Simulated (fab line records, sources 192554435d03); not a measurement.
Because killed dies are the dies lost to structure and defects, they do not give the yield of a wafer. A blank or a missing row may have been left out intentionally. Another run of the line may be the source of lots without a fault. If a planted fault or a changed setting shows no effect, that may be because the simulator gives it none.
Matching of chambers || flow n5_finfet || N5_ZERO_LAYER_DESCUM_16 on rie_diel-03 has 4 sister chambers
The step chemistry O2, time 7.9 s. 4 wafers are shown with their chamber, then 8 later ones without.

WAFERS PAIRED WITH THEIR CHAMBERS
{"wafer": "L084.6", "chamber": 3, "drypump_motor_current_A (A)": 6.5}
{"wafer": "L088.2", "chamber": 2, "drypump_motor_current_A (A)": 6.5}
{"wafer": "L088.3", "chamber": 1, "drypump_motor_current_A (A)": 5.9}
{"wafer": "L089.2", "chamber": 0, "drypump_motor_current_A (A)": 5.2}

WAFERS WITHOUT THEIR CHAMBER
{"wafer": "L089.4", "drypump_motor_current_A (A)": 5.9}
{"wafer": "L089.6", "drypump_motor_current_A (A)": 6.5}
{"wafer": "L092.1", "drypump_motor_current_A (A)": 5.9}
{"wafer": "L092.3", "drypump_motor_current_A (A)": 5.2}
{"wafer": "L092.4", "drypump_motor_current_A (A)": 6.4}
{"wafer": "L096.4", "drypump_motor_current_A (A)": 6.4}
{"wafer": "L096.5", "drypump_motor_current_A (A)": 6.6}
{"wafer": "L096.6", "drypump_motor_current_A (A)": 5.2}

WHICH CHAMBER EACH ONE RAN IN
{"wafer": "L089.4", "from the rows above": 1, "in truth": 1}
{"wafer": "L089.6", "from the rows above": "can't be placed: 2 or 3", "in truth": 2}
{"wafer": "L092.1", "from the rows above": 1, "in truth": 1}
{"wafer": "L092.3", "from the rows above": 0, "in truth": 0}
{"wafer": "L092.4", "from the rows above": "can't be placed: 2 or 3", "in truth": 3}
{"wafer": "L096.4", "from the rows above": "can't be placed: 2 or 3", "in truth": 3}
{"wafer": "L096.5", "from the rows above": "can't be placed: 2 or 3", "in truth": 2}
{"wafer": "L096.6", "from the rows above": 0, "in truth": 0}
Correctly placed: 4 of 8. From these rows, 4 cannot be placed; in 4 the true chamber is one of the candidates. Placed wrongly: 0.
How it was worked out, from the rows above alone: a wafer's distance from a chamber is the root of the sum, over the readings, of the square of ((its reading less the chamber's mean) divided by the reading's scatter). If the next closest chamber is less than 2 further off than the closest, the wafer can't be placed; otherwise it belongs to the closest. Each chamber's mean is taken over the wafers shown for it. The scatter: root of mean squared gap, hidden wafer to nearest shown wafer, with one shown wafer a chamber.
